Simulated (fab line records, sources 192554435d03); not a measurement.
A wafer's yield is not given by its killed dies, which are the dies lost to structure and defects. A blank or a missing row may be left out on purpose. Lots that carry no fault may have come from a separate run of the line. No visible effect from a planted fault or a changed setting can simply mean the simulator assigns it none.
fab line records -- flow n5_finfet
[record] lots = 7, wafers = 18, last_day = 15
route steps=1938 shown BEOL_M4@1091 PASSIVATION@1936
lots with no fault: from the same line, run without faults
start_h: start of the lot's first displayed wafer, in hours after the record's first day -- wait_h: hours since the lot's step before -- " as in the row above -- L1.1+2: a row that stands for several wafers -- - no value, or no start given -- * or withheld: withheld -- < > ~ a bound
route shown NAME@n: NAME is a module with steps in the file, n the number in the route of the first one -- usual: average and standard deviation across the fault-free wafers -- same: alike in all rows -- chamber/n: place in a boat -- sites: readings site by site -- _std_site: standard deviation across them -- _edge_site: mean of outer sites minus mean of inner sites -- radius_mm: for every site, how far away it sits from the centre of the wafer -- mask NAME#n: copy n -- behind: tool/chamber where the wafer was last shaped -- hold: reason for holding the lot/hours on hold/outcome of the hold -- device: which transistor (n, p or np) failed to switch -- end of line: the route-end tests of the same wafers -- for a step that has no rows: nothing shown but its recipe -- killed: dies that structure and defects cost at the first sort, which is not the same as the wafer's yield -- map: a wafer's dies, marking killed ones x, the rest . and places with no die _
set.NAME: setting as actually run; set.NAME@STEP: the setting as run at that earlier step -- model.NAME: the simulator's own value behind a step, which no gauge read
a table for each step, a row for each wafer; lots at some steps of the route
services: when a tool's chamber went out of use (start_h, in hours from the record's first day, below 0 if earlier), for how many hours, and the reason
[[steps]]
[step N5_BEOL_M4_ANNEAL_87]
[recipe] temp_c = 400, time_s = 240, ambient = vacuum
[usual] heater_power_w = 815/83
lot.wafer,tool,chamber,start_h,wait_h,heater_power_w
L423.4,pvd_sputter-01,-,165.70,0.0,699
L423.5,pvd_sputter-01,-,165.70,0.0,703
L423.6,pvd_sputter-01,-,165.70,0.0,853
L427.1,pvd_sputter-01,-,191.32,0.0,685
L427.3,pvd_sputter-01,-,191.32,0.0,860
L427.6,pvd_sputter-01,-,191.32,0.0,840
L429.3,pvd_sputter-01,-,193.36,0.0,795
L429.5,pvd_sputter-01,-,193.36,0.0,800
L431.2,pvd_sputter-01,-,219.92,0.0,684
L431.3,pvd_sputter-01,-,219.92,0.0,833
L432.3,pvd_sputter-02,-,223.73,0.0,855
L432.5,pvd_sputter-02,-,223.73,0.0,830
L436.3,pvd_sputter-03,-,241.75,0.0,675
L436.5,pvd_sputter-03,-,241.75,0.0,682
L436.6,pvd_sputter-03,-,241.75,0.0,1014
L441.1,pvd_sputter-01,-,274.48,0.0,684
L441.5,pvd_sputter-01,-,274.48,0.0,796
L441.6,pvd_sputter-01,-,274.48,0.0,865
[step N5_BEOL_M4_SPUTTER_88]
[recipe] material = Cu, target_thk_a = 45, temp_c = -20, chamber_pressure_pa = 0.07, power_w = withheld, time_s = 8.29
[usual] throttle_valve_pct = 30.9/0.73
lot.wafer,tool,chamber,start_h,wait_h,throttle_valve_pct
L423.4,pvd_sputter-01,-,165.84,0.1,30.9
L423.5,pvd_sputter-01,-,165.84,0.1,30.8
L423.6,pvd_sputter-01,-,165.84,0.1,30.6
L427.1,pvd_sputter-01,-,191.46,0.1,30.7
L427.3,pvd_sputter-01,-,191.46,0.1,30.7
L427.6,pvd_sputter-01,-,191.46,0.1,31.9
L429.3,pvd_sputter-01,-,193.50,0.1,31.3
L429.5,pvd_sputter-01,-,193.50,0.1,31.0
L431.2,pvd_sputter-01,-,220.06,0.1,30.7
L431.3,pvd_sputter-01,-,220.06,0.1,31.7
L432.3,pvd_sputter-02,-,223.87,0.1,31.0
L432.5,pvd_sputter-02,-,223.87,0.1,30.2
L436.3,pvd_sputter-03,-,241.89,0.1,30.0
L436.5,pvd_sputter-03,-,241.89,0.1,30.4
L436.6,pvd_sputter-03,-,241.89,0.1,30.5
L441.1,pvd_sputter-01,-,274.62,0.1,30.7
L441.5,pvd_sputter-01,-,274.62,0.1,31.4
L441.6,pvd_sputter-01,-,274.62,0.1,30.4
[step N5_BEOL_M4_ANNEAL_89]
[recipe] temp_c = 400, time_s = 240, ambient = vacuum
[step N5_BEOL_M4_SPUTTER_90]
[recipe] material = Cu, target_thk_a = 45, temp_c = -20, chamber_pressure_pa = 0.07, power_w = withheld, time_s = 8.29
[step N5_BEOL_M4_ANNEAL_91]
[recipe] temp_c = 400, time_s = 240, ambient = vacuum
[usual] heater_power_w = 817/82
lot.wafer,tool,chamber,start_h,wait_h,heater_power_w
L423.4,pvd_sputter-01,-,166.14,0.0,686
L423.5,pvd_sputter-01,-,166.14,0.0,686
L423.6,pvd_sputter-01,-,166.14,0.0,865
L427.1,pvd_sputter-01,-,191.76,0.0,704
L427.3,pvd_sputter-01,-,191.76,0.0,840
L427.6,pvd_sputter-01,-,191.76,0.0,828
L429.3,pvd_sputter-01,-,193.80,0.0,798
L429.5,pvd_sputter-01,-,193.80,0.0,793
L431.2,pvd_sputter-01,-,220.36,0.0,701
L431.3,pvd_sputter-01,-,220.36,0.0,825
L432.3,pvd_sputter-02,-,224.17,0.0,851
L432.5,pvd_sputter-02,-,224.17,0.0,826
L436.3,pvd_sputter-03,-,242.19,0.0,678
L436.5,pvd_sputter-03,-,242.19,0.0,674
L436.6,pvd_sputter-03,-,242.19,0.0,989
L441.1,pvd_sputter-01,-,274.92,0.0,703
L441.5,pvd_sputter-01,-,274.92,0.0,803
L441.6,pvd_sputter-01,-,274.92,0.0,868
[step N5_BEOL_M4_SPUTTER_92]
[recipe] material = Cu, target_thk_a = 45, temp_c = -20, chamber_pressure_pa = 0.07, power_w = withheld, time_s = 8.29
[usual] throttle_valve_pct = 30.9/0.75
lot.wafer,tool,chamber,start_h,wait_h,throttle_valve_pct
L423.4,pvd_sputter-01,-,166.28,0.1,30.5
L423.5,pvd_sputter-01,-,166.28,0.1,30.6
L423.6,pvd_sputter-01,-,166.28,0.1,30.6
L427.1,pvd_sputter-01,-,191.90,0.1,30.4
L427.3,pvd_sputter-01,-,191.90,0.1,30.1
L427.6,pvd_sputter-01,-,191.90,0.1,31.4
L429.3,pvd_sputter-01,-,193.94,0.1,31.4
L429.5,pvd_sputter-01,-,193.94,0.1,31.1
L431.2,pvd_sputter-01,-,220.50,0.1,30.7
L431.3,pvd_sputter-01,-,220.50,0.1,32.2
L432.3,pvd_sputter-02,-,224.31,0.1,30.9
L432.5,pvd_sputter-02,-,224.31,0.1,30.5
L436.3,pvd_sputter-03,-,242.33,0.1,30.1
L436.5,pvd_sputter-03,-,242.33,0.1,30.1
L436.6,pvd_sputter-03,-,242.33,0.1,30.5
L441.1,pvd_sputter-01,-,275.06,0.1,30.8
L441.5,pvd_sputter-01,-,275.06,0.1,31.2
L441.6,pvd_sputter-01,-,275.06,0.1,30.4
[step N5_BEOL_M4_ANNEAL_93]
[recipe] temp_c = 400, time_s = 240, ambient = vacuum
[usual] heater_power_w = 818/84
lot.wafer,tool,chamber,start_h,wait_h,heater_power_w
L423.4,pvd_sputter-01,-,166.36,0.0,682
L423.5,pvd_sputter-01,-,166.36,0.0,693
L423.6,pvd_sputter-01,-,166.36,0.0,886
L427.1,pvd_sputter-01,-,191.98,0.0,702
L427.3,pvd_sputter-01,-,191.98,0.0,867
L427.6,pvd_sputter-01,-,191.98,0.0,830
L429.3,pvd_sputter-01,-,194.02,0.0,805
L429.5,pvd_sputter-01,-,194.02,0.0,810
L431.2,pvd_sputter-01,-,220.58,0.0,685
L431.3,pvd_sputter-01,-,220.58,0.0,844
L432.3,pvd_sputter-02,-,224.39,0.0,869
L432.5,pvd_sputter-02,-,224.39,0.0,826
L436.3,pvd_sputter-03,-,242.41,0.0,655
L436.5,pvd_sputter-03,-,242.41,0.0,679
L436.6,pvd_sputter-03,-,242.41,0.0,998
L441.1,pvd_sputter-01,-,275.14,0.0,692
L441.5,pvd_sputter-01,-,275.14,0.0,804
L441.6,pvd_sputter-01,-,275.14,0.0,843
[step N5_BEOL_M4_SPUTTER_94]
[recipe] material = Cu, target_thk_a = 45, temp_c = -20, chamber_pressure_pa = 0.07, power_w = withheld, time_s = 8.29
[step N5_BEOL_M4_ANNEAL_95]
[recipe] temp_c = 400, time_s = 240, ambient = vacuum
[step N5_BEOL_M4_SPUTTER_96]
[recipe] material = Cu, target_thk_a = 45, temp_c = -20, chamber_pressure_pa = 0.07, power_w = withheld, time_s = 8.29
[step N5_BEOL_M4_ECD_50]
[recipe] material = Cu, target_thk_a = 3000
[step N5_BEOL_M4_ANNEAL_51]
[recipe] temp_c = 225, time_s = 90, ambient = N2
[step N5_BEOL_M4_CMP_52]
[recipe] stop_on = SiOC, t_overpolish_s = 6.8, down_force_psi = 1, platen_rpm = 50, clearing_platen_down_force_psi = 1.5, clearing_platen_rpm = 50, post_cmp_clean = cu_alkaline, target_thk_nm = 40, clearing_platen_pad_velocity_m_s = 0.99484, pad_velocity_m_s = 0.99484
[usual] barrier_field_endpoint_s = 24.3/0.6, head_pressure_psi = 1.0001/0.0023, motor_current_A = 6.3/0.37, overpolish_run_s = 6.801/0.0088, retaining_ring_pressure_frac = 1.000/0.0048, time_to_endpoint_s = 61.0/2.6
lot.wafer,tool,chamber,start_h,wait_h,barrier_field_endpoint_s,head_pressure_psi,motor_current_A,overpolish_run_s,retaining_ring_pressure_frac,time_to_endpoint_s,model.Cu_of_BEOL_M4_ECD_50.thk_nm,model.SiOC_of_BEOL_M4_ILD_DEP_00.thk_nm
L423.4,cmp-04,0,167.21,0.1,25.3,1.0009,5.6,6.797,0.997,61.9,38.6,77.2
L423.5,cmp-04,0,167.21,0.1,25.6,1.0004,5.6,6.805,1.003,63.1,40,77.8
L423.6,cmp-04,1,167.21,0.1,24.3,1.0003,5.8,6.800,1.008,57.7,37.4,78.2
L427.3,cmp-04,1,193.02,0.2,23.3,1.0020,6.1,6.794,0.998,58.6,38.2,75.6
L427.1,cmp-04,0,193.02,0.2,24.0,1.0038,5.7,6.791,0.998,63.4,40.4,74.8
L427.6,cmp-04,2,193.02,0.2,23.7,0.9947,6.2,6.804,1.007,59.6,40.8,75.8
L429.3,cmp-04,2,195.19,0.2,13.6,0.9976,6.2,6.815,1.004,32.9,37.2,72.2
L429.5,cmp-04,2,195.19,0.2,13.8,1.0001,6.2,6.802,1.004,32.8,36.2,74
L431.2,cmp-04,2,221.47,0.2,23.7,0.9950,6.4,6.807,0.998,59.6,40.4,75.6
L431.3,cmp-04,0,221.47,0.2,13.2,1.0015,6.1,6.789,0.996,33.8,38.2,74
L432.3,cmp-04,0,225.25,0.2,13.1,1.0006,5.7,6.802,1.007,33.4,38.4,72.6
L432.5,cmp-04,0,225.25,0.2,13.3,0.9987,6.0,6.804,1.010,34.0,36,73.6
L436.3,cmp-01,2,243.38,0.3,24.2,1.0001,6.4,6.797,0.999,62.0,38.8,74.6
L436.6,cmp-01,3,243.38,0.3,24.1,1.0004,6.2,6.820,1.003,61.6,39.2,75.6
L436.5,cmp-01,0,243.38,0.3,24.2,0.9994,6.5,6.805,1.009,59.9,39.2,75.8
L441.1,cmp-02,2,276.21,0.3,23.1,0.9997,6.8,6.795,0.995,59.8,39.8,75.2
L441.5,cmp-02,1,276.21,0.3,23.9,0.9990,6.1,6.819,1.005,61.9,39,75.6
L441.6,cmp-02,2,276.21,0.3,23.7,0.9992,7.2,6.805,1.003,59.3,39.8,77.2
[step N5_PASSIVATION_PROBE_49]
[usual] defect_limited_yield = 91.4/1.5, killed_at_M0_to_M3 = 31/11, killed_at_M4_up = 13/5.5, killed_at_contacts = 13/6.3, killed_at_front_end = 40/13, killed_at_other = 3.3/2.6, killed_dies = 101/18, killed_open = 67/13, killed_short = 33/7.9, sort_bin_5_function = 5.1/1, sort_bin_6_memory = 3.2/0.68, sort_n_pass = 1079/18, sort_yield_pct = 91.4/1.5
[same] gross_dies = 1180, killed_at_back_side = 0, sort_bin_4_leakage[%] = 0, sort_bin_8_speed[%] = 0
lot.wafer,tool,chamber,start_h,wait_h,defect_limited_yield[%],killed_at_M0_to_M3,killed_at_M4_up,killed_at_contacts,killed_at_front_end,killed_at_other,killed_dies,killed_open,killed_short,sort_bin_5_function[%],sort_bin_6_memory[%],sort_n_pass,sort_yield_pct[%]
L429.5,prober-01,-,298.62,0.2,88.9,49,30,8,43,1,131,84,45,6.9,3.9,1049,88.9
L431.3,prober-02,-,323.71,0.2,92.0,29,10,19,32,4,94,78,15,4.6,3.1,1086,92.0
L441.1,prober-02,-,370.03,0.0,93.1,8,17,14,38,5,82,69,12,3.8,3.1,1098,93.1
L441.5,prober-02,-,370.23,0.2,92.5,11,19,11,45,2,88,65,22,4.6,2.7,1092,92.5
L441.6,prober-02,-,370.28,0.3,93.8,14,15,19,22,3,73,48,24,3.2,2.9,1107,93.8
// killed by level:class
L429.5 BEOL_M4:geometric_particle:open=22 BEOL_M3:geometric_particle:open=16 STI_FIN_REVEAL:geometric_particle:open=11 BEOL_M0_SAQP:geometric_particle:open=11 BEOL_M0_SAQP:geometric_particle:short=11 FIN_SAQP:geometric_particle:short=10 MOL_CONTACT_COAG:geometric_particle:open=7 STI_FIN_REVEAL:geometric_particle:short=6
L431.3 MOL_CONTACT_COAG:geometric_particle:open=16 STI_FIN_REVEAL:geometric_particle:open=8 BEOL_M2:geometric_particle:open=8 BEOL_M1:geometric_particle:open=7 BEOL_M0_SAQP:geometric_particle:open=6 FIN_SAQP:geometric_particle:open=5 FIN_SAQP:geometric_particle:short=4 DUMMY_GATE:geometric_particle:open=4
L441.1 MOL_CONTACT_COAG:geometric_particle:open=12 FIN_SAQP:geometric_particle:open=10 BEOL_M4:geometric_particle:open=9 STI_FIN_REVEAL:geometric_particle:open=7 STARTING-WAFER:geometric_particle:open=5 ILD0:geometric_particle:open=4 BEOL_M7:geometric_particle:open=4 BEOL_M0:geometric_particle:open=3
L441.5 STI_FIN_REVEAL:geometric_particle:open=19 MOL_CONTACT_COAG:geometric_particle:open=7 BEOL_M5:geometric_particle:open=6 FIN_SAQP:geometric_particle:short=5 GATE_CUT:geometric_particle:short=4 MOL_CONTACT_COAG:geometric_particle:short=4 BEOL_M2:geometric_particle:open=4 BEOL_M4:geometric_particle:open=4
L441.6 MOL_CONTACT_COAG:geometric_particle:open=16 STI_FIN_REVEAL:geometric_particle:open=7 BEOL_M4:geometric_particle:open=5 BEOL_M0:geometric_particle:short=4 BEOL_M2:geometric_particle:open=4 MOL_CONTACT_COAG:geometric_particle:short=3 BEOL_M0_SAQP:geometric_particle:short=3 BEOL_M6:geometric_particle:open=3
[[services]]
tool,chamber,start_h,hours,kind
cmp-01,-,165.72,20.0,pm
cmp-02,-,183.50,0.6,repair
cmp-01,-,191.11,0.3,repair
cmp-04,-,229.25,4.0,pm
cmp-04,-,233.25,-,consumable_replace:conditioner
cmp-04,-,233.25,-,consumable_replace:pad
cmp-01,-,240.50,0.6,repair
cmp-04,-,265.45,1.7,repair
[[key]]
[first_sign] step = N5_BEOL_M4_CMP_52, reading = barrier_field_endpoint_s, direction = down, sigmas = 18, usual = 24.3, struck = 13.4
[effect] step = N5_BEOL_M4_CMP_52, reading = time_to_endpoint_s, direction = down, sigmas = 11, usual = *, struck = *
[model_effect] step = N5_BEOL_M4_CMP_52, value = Cu_of_BEOL_M4_ECD_50.thk_nm, without = 39.6, struck = 37.2
met_at N5_BEOL_M4_CMP_52
struck_wafers L429.3,L429.5,L431.3,L432.3,L432.5
onset_between 193.02 195.19
[fault] kind = process_parameter_drift, tool = cmp-04, chamber = -, onset_h = 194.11, steps = N5_BEOL_M4_CMP_52, channel = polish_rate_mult, offset = 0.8, shape = step, end_h = 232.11, scope = struck_wafers_only
